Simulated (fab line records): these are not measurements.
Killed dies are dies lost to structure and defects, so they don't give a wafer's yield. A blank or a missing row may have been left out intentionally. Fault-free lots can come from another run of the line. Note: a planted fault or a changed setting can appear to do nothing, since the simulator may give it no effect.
Matching of chambers -- flow n5-finfet -- 4 sister chambers for N5_BEOL_M8_CMP_52 on cmp-04
The step polishes, stops on SiCOH lowk, t overpolish 6.9 s, target thk 80 nm. 4 wafers are shown with their chamber, then 8 later ones without.

WAFERS, EACH WITH ITS CHAMBER
wafer,chamber,motor-current-A (A)
L085.2,1,6.2
L085.3,2,6.4
L085.4,0,5.4
L092.1,3,6.2

WAFERS MISSING THEIR CHAMBER
wafer,motor-current-A (A)
L092.4,6.5
L092.6,5.7
L090.2,6.3
L090.5,6.1
L090.6,5.6
L095.1,6.5
L095.2,6.6
L095.4,5.8

WHICH CHAMBER EACH WENT THROUGH
wafer,from the rows above,in truth
L092.4,can't be placed: 2 or 1 or 3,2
L092.6,can't be placed: 0 or 1 or 3 or 2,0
L090.2,can't be placed: 1 or 3 or 2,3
L090.5,can't be placed: 1 or 3 or 2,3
L090.6,can't be placed: 0 or 1 or 3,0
L095.1,can't be placed: 2 or 1 or 3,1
L095.2,can't be placed: 2 or 1 or 3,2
L095.4,can't be placed: 0 or 1 or 3 or 2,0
Correct placement for 0 of the 8. Not placeable from these rows: 8 (in 8, the candidates include the true chamber). Wrongly placed: 0.
How it was worked out, from the rows above alone: a wafer's distance from a chamber is the root of the sum, over the readings, of the square of ((its reading less the chamber's mean) divided by the reading's scatter). The wafer belongs to the nearest chamber; if the next one is less than 2 further off, it can't be placed. Each chamber's mean is taken over the wafers shown for it. The scatter (one wafer shown for each chamber): square how far every hidden wafer sits from the nearest shown wafer, average those squares and take the square root.
